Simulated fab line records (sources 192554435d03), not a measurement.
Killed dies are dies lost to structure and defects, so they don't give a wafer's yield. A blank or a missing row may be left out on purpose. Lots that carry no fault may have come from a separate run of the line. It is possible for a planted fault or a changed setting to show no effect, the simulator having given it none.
Which of the tools did it? | flow n5 finfet | 9 lots (26 wafers sampled), 1 step of a 1938-step route

## WHAT THE GAUGES READ, wafer by wafer
N5_BEOL_M4_RC_MEAS_101.
lot  | measured     | on        | DIBL_N (mV/V)  | DIBL_P (mV/V)  | IOFF_N (nA/um) | IOFF_P (nA/um) | ION_N (uA/um) | ION_P (uA/um) | SS_N (mV/dec)  | SS_P (mV/dec)  | VT_N (mV)   | VT_P (mV)
L236 | day 8 07:31  | prober-01 | 35.3 38.5 36.4 | 35.4 38.8 37.1 | 0.15 0.21 0.16 | 0.19 0.24 0.23 | 674 687 674   | 457 461 465   | 71.6 72.6 71.7 | 73.0 73.6 73.4 | 249 245 250 | -251 -249 -247
L237 | day 8 18:02  | prober-02 | 34.3 35.6 35.1 | 33.2 35.8 33.9 | 0.11 0.13 0.12 | 0.15 0.19 0.16 | 661 663 661   | 454 458 460   | 71.0 70.2 71.0 | 72.4 73.4 72.8 | 254 251 254 | -255 -254 -254
L244 | day 10 17:59 | prober-02 | 36.4 36.4      | 35.5 36.1      | 0.14 0.15      | 0.18 0.21      | 667 668       | 453 454       | 70.6 70.6      | 73.6 73.7      | 251 251     | -253 -251
L249 | day 11 13:50 | prober-02 | 37.1 35.9 36.5 | 36.5 36.2 36.0 | 0.18 0.16 0.17 | 0.21 0.21 0.21 | 686 676 678   | 469 464 460   | 72.0 71.6 71.8 | 73.1 73.7 73.5 | 246 247 248 | -251 -252 -252
L248 | day 11 15:33 | prober-01 | 37.8 34.7 35.8 | 38.7 34.4 36.0 | 0.20 0.13 0.15 | 0.28 0.20 0.23 | 680 676 672   | 468 463 462   | 71.4 71.5 71.4 | 73.7 73.3 73.7 | 248 253 249 | -247 -250 -250
L251 | day 12 10:47 | prober-01 | 39.4 37.6 39.6 | 40.5 38.6 40.6 | 0.22 0.17 0.23 | 0.24 0.22 0.25 | 695 674 690   | 470 462 462   | 71.8 71.2 71.9 | 73.8 73.7 74.8 | 246 247 245 | -250 -251 -252
L253 | day 12 17:00 | prober-01 | 36.2 35.7 38.9 | 36.4 36.7 39.9 | 0.15 0.14 0.20 | 0.20 0.20 0.25 | 669 673 676   | 461 465 463   | 70.9 71.5 72.4 | 73.8 73.3 74.3 | 250 251 246 | -251 -250 -247
L254 | day 12 20:27 | prober-01 | 34.9 34.4 35.2 | 34.4 33.1 34.6 | 0.14 0.12 0.13 | 0.20 0.17 0.20 | 658 654 660   | 457 450 454   | 71.2 70.5 71.1 | 72.8 72.2 73.1 | 252 254 251 | -249 -253 -250
L255 | day 13 07:11 | prober-02 | 35.3 37.0 37.0 | 34.9 37.4 35.8 | 0.15 0.18 0.18 | 0.23 0.26 0.23 | 667 670 675   | 470 470 465   | 71.1 71.5 71.3 | 73.2 73.6 73.6 | 253 247 249 | -247 -247 -247

## WHAT TOOL EACH LOT RAN ON (gives the tool, then ch and the chambers of the sampled wafers, and finally the start)
The record shows no process step preceding these readings.

## WHAT THE TOOLS THEMSELVES READ (means of the sampled wafers that have a number; where no wafer has one, the mark that the record gives instead)
The record holds no such reading with a usual standard deviation.

## THE ANSWER, worked out from the rows above alone
Rule: usual is defined by the lots themselves. The widest of any qualifying gaps counts: lots, ordered by their means at a reading, are off when they make up no more than a third of the lots, leave a main group of 4 or more, and stand apart from it by 3 or more times the standard deviation of that group's means. If all means in a main group match to the digits the tables above print for the reading, that group is not used. A lot without any number at a reading at which 4 lots or more have one is off too. Where the step has rows for the other lots, those lots are counted as sound. Order of review: gauges by route order, followed by the tools' own readings, for which a lot's mean as printed above is used. At the first step where some lot is off, the reading lying furthest off is the one used; lots without a number count as furthest.
Across all readings shown, no lot is off: no conclusion can be drawn from this.

## WHAT THE SIMULATOR HAD PUT IN
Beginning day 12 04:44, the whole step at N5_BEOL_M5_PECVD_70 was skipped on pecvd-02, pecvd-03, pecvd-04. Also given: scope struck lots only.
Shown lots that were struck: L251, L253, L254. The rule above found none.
